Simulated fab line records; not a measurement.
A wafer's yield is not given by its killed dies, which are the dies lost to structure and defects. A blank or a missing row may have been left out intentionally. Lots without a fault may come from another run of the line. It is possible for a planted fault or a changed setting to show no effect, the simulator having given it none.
Matching of chambers    flow nand harc    cmp-02 running NHARC_A_STAIRCASE_CMP_472: 4 sister chambers
The step polishes SiO2. 8 wafers are shown with their chamber, then 11 later ones without.

== WAFERS PAIRED WITH THEIR CHAMBERS ==
wafer   chamber  motor current A (A)
L081.3  0        13.3
L082.5  2        11.7
L084.2  2        11.7
L084.4  1        10.0
L083.1  0        14.1
L083.2  3        13.1
L083.6  1        10.9
L086.1  3        13.0

== WAFERS WHOSE CHAMBER IS MISSING ==
wafer   motor current A (A)
L086.5  11.2
L086.6  11.2
L085.1  14.2
L085.2  13.6
L085.4  11.2
L088.3  14.4
L088.5  10.4
L088.6  10.9
L089.2  10.5
L089.3  13.6
L089.5  11.6

== CHAMBER TAKEN BY EACH ==
wafer   from the rows above      in truth
L086.5  can't be placed: 2 or 1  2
L086.6  can't be placed: 2 or 1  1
L085.1  can't be placed: 0 or 3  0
L085.2  can't be placed: 0 or 3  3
L085.4  can't be placed: 2 or 1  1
L088.3  can't be placed: 0 or 3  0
L088.5  1                        1
L088.6  can't be placed: 1 or 2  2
L089.2  1                        1
L089.3  can't be placed: 0 or 3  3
L089.5  2                        2
Placed correctly: 3 of 11. Cannot be placed on the basis of these rows: 8; the candidates contain the true chamber in 8. 0 placed wrongly.
How it was worked out, from the rows above alone: a wafer's distance from a chamber is the root of the sum, over the readings, of the square of ((its reading less the chamber's mean) divided by the reading's scatter). If the next closest chamber is less than 2 further off than the closest, the wafer can't be placed; otherwise it belongs to the closest. For every chamber, the mean is computed from those of its wafers that are shown. The scatter: the root of (the sum of the squares of (reading less its chamber's mean) over the shown wafers, divided by (wafers less chambers)).
